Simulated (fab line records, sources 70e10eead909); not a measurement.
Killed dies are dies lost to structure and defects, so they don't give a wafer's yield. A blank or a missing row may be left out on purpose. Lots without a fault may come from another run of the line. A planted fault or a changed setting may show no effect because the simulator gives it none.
Which tool did it? | flow nand_harc | 12 lots, 36 wafers sampled, at 6 steps of a route of 1159

WHAT THE GAUGES READ, wafer by wafer
NHARC_P_ZERO_WELL_CD_MEAS_37: target cd 720 nm.
lot  | measured    | on        | cd_nm (nm)
L450 | day 1 16:14 | cd_sem-03 | 723.0 721.8 721.7
L451 | day 1 22:17 | cd_sem-03 | 718.4 720.3 718.8
L454 | day 2 16:14 | cd_sem-03 | 719.8 717.2 718.7
L455 | day 2 22:13 | cd_sem-02 | 722.3 720.5 719.5
L456 | day 3 04:05 | cd_sem-01 | 721.4 720.7 720.4
L458 | day 3 16:06 | cd_sem-02 | 721.3 720.8 720.8
L461 | day 4 10:06 | cd_sem-01 | 720.9 721.0 722.7
L462 | day 4 15:53 | cd_sem-01 | 720.7 721.3 721.8
L463 | day 4 22:08 | cd_sem-02 | 718.6 717.7 719.0
L471 | day 6 22:07 | cd_sem-02 | 717.7 718.7 717.3
L472 | day 7 04:00 | cd_sem-03 | 722.8 723.4 722.6
L473 | day 7 10:11 | cd_sem-03 | 721.7 718.6 719.6

NHARC_P_ZERO_WELL_INSPECT_43.
lot  | measured    | on                | raw_defect_count
L450 | day 1 19:44 | defect_inspect-02 | 20 7 5
L451 | day 2 01:44 | defect_inspect-02 | 5 17 6
L454 | day 2 19:43 | defect_inspect-01 | 9 5 17
L455 | day 3 01:40 | defect_inspect-01 | 13 19 16
L456 | day 3 07:34 | defect_inspect-01 | 19 7 16
L458 | day 3 19:33 | defect_inspect-01 | 20 19 8
L461 | day 4 13:35 | defect_inspect-01 | 7 3 3
L462 | day 4 19:25 | defect_inspect-02 | 24 25 8
L463 | day 5 01:35 | defect_inspect-01 | 13 18 17
L471 | day 7 01:37 | defect_inspect-01 | 7 9 12
L472 | day 7 07:38 | defect_inspect-02 | 22 19 17
L473 | day 7 13:39 | defect_inspect-01 | 17 10 8

NHARC_P_STI_OCD_MEAS_17.
lot  | measured    | on     | trench_depth_nm (nm) | trench_foot_cd_nm (nm)
L450 | day 2 14:22 | ocd-02 | 304.6 298.9 300.0    | 158.2 160.2 160.2
L451 | day 2 14:38 | ocd-02 | 300.1 300.5 299.2    | 157.6 158.1 157.5
L454 | day 3 13:11 | ocd-02 | 305.9 300.1 300.5    | 157.5 159.9 160.5
L455 | day 3 19:23 | ocd-01 | 296.8 299.9 303.0    | 159.4 156.2 157.8
L456 | day 4 02:29 | ocd-02 | 302.7 299.5 298.8    | 158.6 158.9 158.8
L458 | day 4 11:53 | ocd-01 | 304.2 299.4 300.1    | 158.9 161.7 159.4
L461 | day 5 08:53 | ocd-01 | 297.2 296.0 297.8    | 159.2 158.4 158.3
L462 | day 5 12:03 | ocd-01 | 299.9 297.9 301.9    | 160.2 158.4 158.0
L463 | day 5 19:29 | ocd-01 | 300.3 300.4 299.1    | 158.0 158.0 157.5
L471 | day 7 17:43 | ocd-02 | 241.3 237.5 241.2    | 167.7 165.1 166.2
L472 | day 8 02:38 | ocd-02 | 239.8 240.3 238.1    | 169.0 168.5 168.5
L473 | day 8 02:44 | ocd-01 | 298.4 300.6 301.2    | 161.0 159.5 158.8

NHARC_END_SORT_01.
lot  | measured     | on        | killed_at_array | killed_at_other | killed_at_periphery | killed_dies | killed_open | killed_short
L454 | day 20 09:55 | prober-01 | 28 27 25        | 0 1 0           | 4 3 2               | 32 31 27    | 3 2 2       | 4 1 3
L461 | day 22 22:17 | prober-01 | 29 34 31        | 0 0 0           | 3 0 0               | 32 34 31    | 5 2 2       | 1 3 0
L462 | day 22 09:22 | prober-02 | 26 37 27        | 0 0 1           | 0 1 0               | 26 38 28    | 1 2 2       | 2 4 3
L463 | day 21 22:49 | prober-02 | 13 16 17        | 0 0 0           | 0 0 6               | 13 16 23    | 1 3 3       | 0 2 3

WHICH TOOL RAN EACH LOT (tool, then ch and the chambers of the sampled wafers, then the start)
lot  | NHARC_P_STI_ETCH_15             | NHARC_P_STI_CMP_21
L450 | rie_si-06 ch 1,2,3, day 2 14:07 | cmp-04 ch 0,2,3, day 3 10:26
L451 | rie_si-03 ch 1,2,3, day 2 14:23 | cmp-03 ch 0,1,2, day 3 10:25
L454 | rie_si-06 ch 0,1,2, day 3 12:58 | cmp-01 ch 0,1, day 4 07:56
L455 | rie_si-06 ch 1,2,3, day 3 19:08 | cmp-01 ch 1,2,3, day 4 14:19
L456 | rie_si-06 ch 0,1,3, day 4 02:14 | cmp-04 ch 0,1,3, day 4 23:23
L458 | rie_si-03 ch 0,2, day 4 11:36   | cmp-03 ch 0,1,3, day 5 08:04
L461 | rie_si-06 ch 0,2,3, day 5 08:38 | cmp-01 ch 1,2,3, day 6 13:43
L462 | rie_si-03 ch 0,2,3, day 5 11:47 | cmp-04 ch 0,1,2, day 6 13:40
L463 | rie_si-03 ch 0,2,3, day 5 19:14 | cmp-03 ch 0,1,3, day 6 13:40
L471 | rie_si-06 ch 0,1,2, day 7 17:31 | cmp-04 ch 0,1,3, day 8 12:50
L472 | rie_si-06 ch 0,2,3, day 8 02:22 | cmp-04 ch 0,1,2, day 8 21:06
L473 | rie_si-03 ch 1,2,3, day 8 02:29 | cmp-03 ch 0,2,3, day 8 21:06
- NHARC_P_STI_ETCH_15: etches the open film in HBr/Cl2, target depth 300 nm, time 100.1 s.
- NHARC_P_STI_CMP_21: polishes, t overpolish 20 s, target thk 380.67 nm.

WHAT THE TOOLS THEMSELVES READ (means of the sampled wafers that have a number; where no wafer has one, the mark that the record gives instead)
NHARC_P_STI_ETCH_15.
lot  | tool      | drypump_motor_current_A (A) | oes_product_au (a.u.) | rf_fwd_power_W (W) | throttle_valve_pct (%)
L450 | rie_si-06 | 6.1                         | 0.999                 | 396.2              | 26.406
L451 | rie_si-03 | 5.5                         | 0.999                 | 399.4              | 26.406
L454 | rie_si-06 | 6.1                         | 1.002                 | 397.4              | 26.404
L455 | rie_si-06 | 6.1                         | 1.000                 | 397.2              | 26.408
L456 | rie_si-06 | 6.2                         | 1.000                 | 398.7              | 26.409
L458 | rie_si-03 | 5.5                         | 1.002                 | 396.1              | 26.402
L461 | rie_si-06 | 6.1                         | 0.993                 | 397.6              | 26.417
L462 | rie_si-03 | 5.6                         | 0.996                 | 397.2              | 26.404
L463 | rie_si-03 | 5.6                         | 1.002                 | 397.6              | 26.405
L471 | rie_si-06 | 6.1                         | 0.867                 | 396.8              | 26.411
L472 | rie_si-06 | 6.1                         | 0.879                 | 398.7              | 26.412
L473 | rie_si-03 | 5.5                         | 1.001                 | 399.0              | 26.399

NHARC_P_STI_CMP_21.
lot  | tool   | motor_current_A (A) | overpolish_run_s (s) | slurry_filter_dp_kPa (kPa)
L450 | cmp-04 | 12.7                | 20.004               | 13.61
L451 | cmp-03 | 13.2                | 20.004               | 13.58
L454 | cmp-01 | 13.4                | 19.991               | 13.62
L455 | cmp-01 | 12.6                | 20.006               | 13.54
L456 | cmp-04 | 12.7                | 20.001               | 13.52
L458 | cmp-03 | 12.2                | 19.994               | 13.51
L461 | cmp-01 | 13.3                | 19.999               | 13.43
L462 | cmp-04 | 13.0                | 20.006               | 13.53
L463 | cmp-03 | 12.5                | 19.998               | 13.65
L471 | cmp-04 | 12.7                | 20.002               | 13.39
L472 | cmp-04 | 12.6                | 19.995               | 13.39
L473 | cmp-03 | 12.1                | 19.999               | 13.49

THE ANSWER, worked out from the rows above alone
Rule: what is usual is taken from the lots themselves. Put in order of their means at a reading, lots are off if they are a third of the lots or fewer, leave a main group of 4 or more, and stand apart from it by a gap of 3 or more times the standard deviation of the main group's means; of several such gaps the widest counts. A main group whose means are all the same, to the digits that the tables above print for the reading, isn't used. A lot without any number at a reading at which 4 lots or more have one is off too. The other lots that the step has rows for count as sound. The gauges are gone through in route order, then the tools' own readings, and for those a lot's mean is taken as printed above. The first step at which some lot is off is used, and at that step the reading that is off furthest; a lot without a number counts as furthest.
Off: L471, L472, at NHARC_P_STI_OCD_MEAS_17 (trench_depth_nm). The main group: mean 300.2 nm, standard deviation 1.3.
A tool fits if, at a process step before that reading, it ran every lot that is off, and no sound lot after the first of them. The gauges at NHARC_P_STI_OCD_MEAS_17 aren't tried: what is off there is off at NHARC_P_STI_ETCH_15 too, on other tools, and a gauge's error can't cause that. One fits: rie_si-06 at NHARC_P_STI_ETCH_15. Its last sound lot is L461 (day 5 08:38), its first lot that is off L471 (day 7 17:31): a fault that began between those two fits.
The tool's own readings at NHARC_P_STI_ETCH_15 bear it out: on the lots that are off they differ by more than 5 times the standard deviation of the sound lots' means. oes_product_au reads 0.873 a.u. there against 0.999 a.u. on the sound lots.

WHAT THE SIMULATOR HAD PUT IN
Process parameter drift: rie_si-06, from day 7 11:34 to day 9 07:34, at NHARC_P_STI_ETCH_15. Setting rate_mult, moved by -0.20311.
Lots struck among those shown: L471, L472. The rule above found the same.
